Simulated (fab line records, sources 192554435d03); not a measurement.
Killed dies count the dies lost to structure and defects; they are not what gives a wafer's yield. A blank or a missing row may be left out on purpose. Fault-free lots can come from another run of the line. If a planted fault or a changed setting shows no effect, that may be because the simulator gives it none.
Problem report, 8D (eight disciplines) form, completed by code + flow n5-finfet + the parts of the form that need people (team, actions taken, sign-off) are left out

## 1. WHAT WENT WRONG
etch-rf-on-time-s at N5_BEOL_M1_ETCH_63 reads a mean of 19.9 s on 3 wafers of 3 lots; wafers without a fault read 26.0 s with a standard deviation of 0.44. Measured from the usual mean, that is -14 standard deviations.
The step: etches SiARC in CF4, target depth 15.6 nm, time 26 s.
Seen first at day 9 00:06 on rie-diel-06, wafer L435.3. At this step, 27 wafers from 10 lots have a number in the record. Rule for "out", or "out of limits": more than 4 standard deviations from the usual mean. Any other wafer with a number is counted as sound.

## 2. WHAT IT IS AND WHAT IT IS NOT
| question                    | is                     | is not                                                                                             |
|-----------------------------|------------------------|----------------------------------------------------------------------------------------------------|
| which readings at this step | etch-rf-on-time-s      | drypump-motor-current-A, oes-product-au, rf-vpp-V, showerhead-plenum-p-Torr, throttle-valve-pct    |
| which lots                  | L435, L438, L440       | L428, L429, L434, L442, L444, L447, L448                                                           |
| which wafers of those lots  | L435.3, L438.1, L440.3 | L435.4, L438.4, L440.4                                                                             |
| read on which tools         | rie-diel-06            | rie-diel-02, rie-diel-05                                                                           |
| when                        | from day 9 00:06       | up to then (10 sound wafers); but 14 sound wafers of L438, L440, L442, L444, L447, L448 came after |

## 3. WHAT RULES OUT EACH SUSPECT
Counting: a tool at a process step up to the reading stays a suspect if it ran every lot that is out. Sound lots after the first of them don't rule it out here, since some wafers of a struck lot are sound.
- pecvd-03 at N5_BEOL_M1_PECVD_72 (deposits SiO2 from TEOS/O2, target thk 16 nm, time 18 s): kept. It ran every lot that is out, first L435 (day 8 23:24); its last sound lot up to then is L428 (day 6 13:15).
- rie-diel-06 at N5_BEOL_M1_ETCH_63 (etches SiARC in CF4, target depth 15.6 nm, time 26 s): kept. It ran every lot that is out, first L435 (day 9 00:06); its last sound lot up to then is L434 (day 8 09:07). On those wafers its own readings are out: etch-rf-on-time-s.
- Within rie-diel-06 at N5_BEOL_M1_ETCH_63: the wafers that are out ran in chamber 2; their sound lot-mates ran in chambers 0, 1, 3.
Left after counting: pecvd-03 at N5_BEOL_M1_PECVD_72, rie-diel-06 at N5_BEOL_M1_ETCH_63.

## 4. THE CAUSE (what the simulator had put in)
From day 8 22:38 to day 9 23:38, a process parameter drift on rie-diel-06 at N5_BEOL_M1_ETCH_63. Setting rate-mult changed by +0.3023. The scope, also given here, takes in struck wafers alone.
After counting, 2 suspects remain, this tool included.

## 5. THE EFFECT CHAIN, in route order
One row per reading whose mean, taken over the struck wafers that have a number, lies over 3 standard deviations from the usual. Only readings for which the record gives a usual standard deviation are gone through. hours: the time from each lot's start at the first step in this table that gives one to its start at this step, as a median over the lots. sigmas: the change in usual standard deviations.
| hours | step               | reading           | usual  | on struck wafers | change | sigmas |
|-------|--------------------|-------------------|--------|------------------|--------|--------|
| 0     | N5_BEOL_M1_ETCH_63 | etch-rf-on-time-s | 26.0 s | 19.9             | -6.1   | -14    |
It contains these process steps:
- N5_BEOL_M1_ETCH_63: etches SiARC in CF4, target depth 15.6 nm, time 26 s.
At these later measuring or inspecting steps, every struck wafer for which the step has a row has a number for every such reading, and none has moved that far: N5_BEOL_M4_RC_MEAS_101.

## 6. HOW IT WOULD HAVE BEEN CAUGHT EARLIER
In this record the first reading out of limits was taken at day 9 00:06, 1 hour after the fault began at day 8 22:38.
